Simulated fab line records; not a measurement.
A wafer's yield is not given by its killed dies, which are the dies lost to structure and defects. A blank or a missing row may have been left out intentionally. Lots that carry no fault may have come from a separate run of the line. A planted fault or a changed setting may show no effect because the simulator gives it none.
Matching of chambers	flow n5Finfet	rieDiel-02 running N5_BEOL_M4_STRIP_36: 4 sister chambers
The step strips in N2/H2. 4 wafers are shown with their chamber, then 12 later ones without.

WAFERS PAIRED WITH THEIR CHAMBERS
wafer	chamber	showerheadPlenumPTorr (Torr)
L081.1	0	2.39
L084.1	1	2.62
L093.3	3	2.51
L093.6	2	2.62

WAFERS WITH NO CHAMBER GIVEN
wafer	showerheadPlenumPTorr (Torr)
L095.1	2.51
L095.3	2.62
L095.4	2.51
L096.1	2.60
L096.2	2.50
L096.3	2.62
L096.4	2.60
L096.5	2.50
L096.6	2.62
L097.1	2.50
L097.3	2.62
L097.5	2.62

EACH ONE'S CHAMBER
wafer	from the rows above	in truth
L095.1	3	3
L095.3	can't be placed: 1 or 2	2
L095.4	3	3
L096.1	can't be placed: 1 or 2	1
L096.2	3	3
L096.3	can't be placed: 1 or 2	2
L096.4	can't be placed: 1 or 2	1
L096.5	3	3
L096.6	can't be placed: 1 or 2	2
L097.1	3	3
L097.3	can't be placed: 1 or 2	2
L097.5	can't be placed: 1 or 2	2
Correct placement for 5 of the 12. Not placeable from these rows: 7 (in 7, the candidates include the true chamber). Placed wrongly: 0.
How it was worked out, from the rows above alone: a wafer's distance from a chamber is the root of the sum, over the readings, of the square of ((its reading less the chamber's mean) divided by the reading's scatter). If the next closest chamber is less than 2 further off than the closest, the wafer can't be placed; otherwise it belongs to the closest. Each chamber's mean is taken over the wafers shown for it. The scatter: root of mean squared gap, hidden wafer to nearest shown wafer, with one shown wafer a chamber.
